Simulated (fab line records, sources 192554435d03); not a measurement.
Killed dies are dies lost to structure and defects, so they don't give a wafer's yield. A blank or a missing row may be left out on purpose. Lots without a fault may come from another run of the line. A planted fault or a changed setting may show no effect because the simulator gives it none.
One fault seen from 2 desks | flow n5_finfet | each desk has only its own numbers; what lay behind them comes last

THE METROLOGY DESK
What the gauges read, lot by lot, whatever tool the lot ran on: means of the sampled wafers that have a number. A lot is out of limits, marked OUT, if its mean lies more than 4 standard deviations from the usual mean; the brackets give that distance. Of its 11 readings 7 are shown: those that lie furthest out on some lot.
Columns: A = V2_OVL at N5_BEOL_M3_OVL_MEAS_29, usual 0.1 nm; B = DIBL_N at N5_BEOL_M4_RC_MEAS_101, usual 35.1 mV/V; C = DIBL_P at N5_BEOL_M4_RC_MEAS_101, usual 34.9 mV/V; D = IOFF_P at N5_BEOL_M4_RC_MEAS_101, usual 0.21 nA/um; E = ION_N at N5_BEOL_M4_RC_MEAS_101, usual 671 uA/um; F = ION_P at N5_BEOL_M4_RC_MEAS_101, usual 463 uA/um; G = VT_P at N5_BEOL_M4_RC_MEAS_101, usual -250 mV
lot  | first seen here | A    | B    | C    | D    | E   | F   | G
L819 | day 7 19:14     | 0.3  | 34.2 | 34.0 | 0.20 | 674 | 466 | -249
L822 | day 8 22:52     | 0.5  | 32.2 | 32.3 | 0.19 | 662 | 464 | -247
L824 | day 9 04:08     | 0.5  | 35.1 | 34.0 | 0.16 | 662 | 451 | -257
L827 | day 9 20:03     | 0.0  | 34.3 | 33.8 | 0.19 | 671 | 462 | -248
L833 | day 11 17:28    | -1.8 | 34.9 | 33.8 | 0.17 | 654 | 451 | -254
L836 | day 12 17:33    | -0.2 | 34.4 | 33.8 | 0.19 | 662 | 464 | -250
L838 | day 13 12:01    | -0.1 | 35.7 | 36.8 | 0.22 | 677 | 459 | -249
L839 | day 14 00:46    | -1.3 | 36.5 | 35.3 | 0.25 | 674 | 470 | -245
L840 | day 14 06:14    | -0.1 | 35.0 | 35.7 | 0.22 | 668 | 466 | -248
This desk's finding: nothing out of limits on any of the 9 lots.

THE TOOL OWNER'S DESK: ald_sin-01
The tool's own readings at N5_BEOL_M3_ALD_98 (deposits SiO2, target thk 2.5 nm, pulse time 1 s, co reactant pulse time 1 s): means of the sampled wafers that have a number, for each lot that ran on this tool. A lot is out of limits, marked OUT, if its mean lies more than 4 standard deviations from the usual mean; the brackets give that distance.
Columns: A = chamber_pressure_Torr at N5_BEOL_M3_ALD_98, usual 2.000 Torr; B = heater_power_w at N5_BEOL_M3_ALD_98, usual 78 W; C = precursor_pulse_height_rel at N5_BEOL_M3_ALD_98, usual 0.998
lot  | first seen here | A     | B  | C
L822 | day 8 23:46     | 2.001 | 84 | 1.007
L824 | day 9 04:23     | 2.008 | 83 | 0.987
L833 | day 11 18:05    | 1.998 | 86 | 1.016
L836 | day 12 18:13    | 1.998 | 84 | 1.002
This desk's finding: nothing out of limits on any of the 4 lots.

PUT TOGETHER
The metrology desk saw nothing out of limits.
The tool owner's desk saw nothing out of limits.

WHAT THE SIMULATOR HAD PUT IN
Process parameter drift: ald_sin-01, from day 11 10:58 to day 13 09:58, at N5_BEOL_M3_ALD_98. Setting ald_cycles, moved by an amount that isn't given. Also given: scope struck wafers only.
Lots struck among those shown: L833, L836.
